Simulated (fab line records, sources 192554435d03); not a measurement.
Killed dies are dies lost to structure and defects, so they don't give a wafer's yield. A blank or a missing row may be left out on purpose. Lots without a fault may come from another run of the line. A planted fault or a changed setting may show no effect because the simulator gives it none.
A struck lot beside a sound one | flow n5_finfet | 38 steps out of a route of 1938
Sound: wafers L384.1, L384.2, L384.6. Struck: wafers L389.1, L389.2, L389.3. The cause comes at the end.
At each step with rows: each side's tool, then ch and its chambers, then its first start. Under that, the readings that differ: sound wafers | struck wafers | difference of the means | sigmas: that difference in standard deviations of wafers without a fault.
alike: readings whose means differ by less than 2 such deviations, and words and numbers that are the same on both sides. not compared: withheld readings, readings that some wafer has no value for, bounds like >300 that may hide the same value, and numbers for which the record gives no deviation and whose values overlap.
The two part at a step that has a row with sigmas, a row that says differs or no value, or rows on one side only. Numbers that don't overlap but have no deviation are shown without sigmas and don't part them. A reading that every wafer of one side lacks parts them only if that side has two wafers or more.

first, 12 steps without rows for these wafers: N5_SD_EPI_P_STRIP_38 (strips in N2/H2); N5_SD_EPI_P_ETCHBACK_46 (etches SiNx in CH3F/O2, stops on SiO2, target depth 17.5 nm); N5_SD_EPI_P_ETCH_47 (etches SiOCN in CH3F/O2, target depth 25 nm); N5_SD_EPI_P_ETCH_16 (etches SiO2 in CHF3/O2, target depth 5 nm); N5_SD_EPI_P_STRIP_50 (strips in CHF3/O2); N5_SD_EPI_P_SD_RECESS_17 (chemistry HBr/Cl2/O2, target depth 39.1 nm, bt time 3 s); N5_SD_EPI_P_WET_ETCH_45 (etches SiO2 in dHF, time 10.7 s, target depth 2 nm, rinse time 30 s); N5_SD_EPI_P_STRIP_40 (strips in N2/H2); N5_SD_EPI_P_PRECLEAN_52 (cleans in O3/DIW, time 60 s); N5_SD_EPI_P_SRD_20 (time 30 s); N5_SD_EPI_P_PRECLEAN_51 (cleans in NF3:NH3, afs cycles 1, time 20 s, sublimation time 60 s); N5_SD_EPI_P_VAPOR_ETCH_44 (etches SiGe30 in NF3/Ar, time 3.3 s).
N5_SD_EPI_P_EPI_21: deposits SiGe:B, time 355 s.
  sound on epi_rpcvd-04 ch 0, day 3 18:44; struck on epi_rpcvd-04 ch 0, day 5 01:04
  reading                                     | sound             | struck         | difference | sigmas
  chamber_pressure_Torr (Torr)                | 20.00 20.04 20.03 | 8.24 8.19 8.24 | -11.80     | -99 or more
  model.SiGe-B_of_SD_EPI_P_EPI_21.thk_nm (nm) | 61.6 61.2 61.2    | 43 43 43.6     | -18        |
N5_SD_EPI_P_EPI_MEAS_23:
  sound on film_metro-01, day 3 20:56; struck on film_metro-02, day 5 03:17
  reading     | sound          | struck         | difference | sigmas
  thk_nm (nm) | 61.2 60.2 61.0 | 41.6 42.2 42.1 | -18.8      | -14
then, 8 steps without rows for these wafers: N5_SD_EPI_P_HM_STRIP_48 (strips SiNx in H3PO4, material SiNx, target depth 3 nm); N5_SD_EPI_P_SRD_49 (time 30 s); N5_SD_EPI_P_PRECLEAN_24 (cleans in O3/DIW, time 45 s); N5_SD_EPI_P_PRECLEAN_32 (cleans in dHF, time 10 s); N5_SD_EPI_P_PRECLEAN_33 (cleans in SC2, time 45 s); N5_SD_EPI_P_SRD_25 (time 30 s); N5_SD_ACTIVATION_RTA_00 (time 0 s); N5_SD_ACTIVATION_LSA_01 (time 0.0008 s).
N5_SD_ACTIVATION_RS_MEAS_03: measures by four-point-probe.
  sound on film_metro-01, day 3 21:34; struck on film_metro-02, day 5 03:53
  reading          | sound          | struck            | difference | sigmas
  RS_SD_P (ohm/sq) | 55.1 55.9 55.7 | 103.3 102.1 101.8 | +46.8      | +54
  alike: RS_SD_N
then, 12 steps without rows for these wafers: N5_ILD0_LINER_00 (material SiNx, target thk 4 nm, pulse time 1 s, purge time 2 s); N5_ILD0_FCVD_FILL_01 (material SiO2 flowable, target thk 200 nm, time 328.3 s); N5_ILD0_CURE_02 (time 1800 s); N5_ILD0_CMP_03 (polishes, stops on SiNx, t overpolish 1.9 s, target thk 197.38 nm); N5_ILD0_CMP_07 (polishes SiO2 flowable, stops on poly-Si, t overpolish 1.18 s, target thk 138.88 nm); N5_ILD0_PRECLEAN_10 (cleans in NF3:NH3, afs cycles 5, time 20 s, sublimation time 60 s); N5_ILD0_ALD_15 (deposits SiNx, target thk 24 nm, pulse time 1 s, ald cycles 480); N5_ILD0_CMP_12 (polishes SiNx, stops on poly-Si, t overpolish 6 s, target thk 17.67 nm); N5_SDB_HM_DEP_00 (deposits SiNx from SiH4/NH3/N2, target thk 40 nm, time 35.3 s); N5_SDB_COAT_03 (time 60 s, resist thk 100 nm); N5_SDB_COAT_04 (time 60 s, resist thk 18 nm); N5_SDB_COAT_05 (resist thk 90 nm).
N5_MOL_CONTACT_COAG_ETCH_110: etches Si in CF4/O2, target depth 2.5 nm, time 8 s.
  sound on rie_diel-04 ch 0,1,2, day 5 02:41; struck on rie_diel-06 ch 1,2,3, day 6 09:06
  reading                                     | sound          | struck       | difference | sigmas
  model.SiGe-B_of_SD_EPI_P_EPI_21.thk_nm (nm) | 58.8 58.4 58.2 | 40.8 41 41.4 | -17.4      |
  alike: O2_flow_sccm, drypump_motor_current_A, oes_ar_750_au, oes_product_au, rf_vpp_V, showerhead_plenum_p_Torr, throttle_valve_pct
  not compared: rf_hours_counter_h
-- the record jumps here: 3 days lie between the struck wafers' starts before and after (it left off in module MOL_CONTACT_COAG and takes up again in module BEOL_M4, whose first step shown is number 1111 of the route) --
N5_BEOL_M4_RC_MEAS_101:
  sound on prober-01 ch 0, day 8 15:02; struck on prober-01 ch 0, day 9 19:45
  reading             | sound             | struck            | difference | sigmas
  ION_P (uA/um)       | 471 463 466       | 419 433 424       | -41        | -5
  RC_DENSE_P (ohm.um) | 23.2 23.8 26.5    | 27.7 28.0 28.2    | +3.5       | +4
  RC_P (ohm.um)       | 18.9 19.0 21.5    | 22.7 23.0 23.1    | +3.1       | +5
  REXT_P (ohm.um)     | 100.4 101.5 103.0 | 137.5 137.3 139.2 | +36.4      | +17
  RS_SD_P (ohm/sq)    | 64.8 65.9 65.3    | 117.5 117.6 117.2 | +52.1      | +56
  VT_P (mV)           | -250 -249 -250    | -257 -259 -259    | -9         | -2
  VT_P_LVT (mV)       | -96 -95 -97       | -110 -109 -109    | -13        | -4
  alike: DIBL_N, DIBL_P, IOFF_N, IOFF_P, ION_N, SS_N, SS_P, VT_N
-- the record jumps here: 4 days lie between the struck wafers' starts before and after (it left off in module BEOL_M4 and takes up again in module PASSIVATION, whose first step shown is number 1936 of the route) --
N5_PASSIVATION_PROBE_49:
  sound on prober-02, day 12 15:39; struck on prober-02, day 14 04:07
  reading              | sound          | struck            | difference | sigmas
  sort_bin_8_speed (%) | 0 0 0          | 82.63 25.17 57.54 | +55.11     | +99 or more
  sort_n_pass          | 1091 1078 1062 | 101 798 391       | -647       | -36
  sort_yield_pct (%)   | 92.5 91.4 90.0 | 8.6 67.6 33.1     | -54.9      | -37
  alike: defect_limited_yield, killed_at_M0_to_M3, killed_at_M4_up, killed_at_contacts, killed_at_front_end, killed_at_other, killed_dies, killed_open, killed_short, sort_bin_5_function, sort_bin_6_memory

WHERE THEY PART
First at N5_SD_EPI_P_EPI_21; last, within this record, at N5_PASSIVATION_PROBE_49.

WHY: what the simulator had put in
Process parameter drift: epi_rpcvd-04, from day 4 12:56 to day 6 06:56, at N5_SD_EPI_P_EPI_21. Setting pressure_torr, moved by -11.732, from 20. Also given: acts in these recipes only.
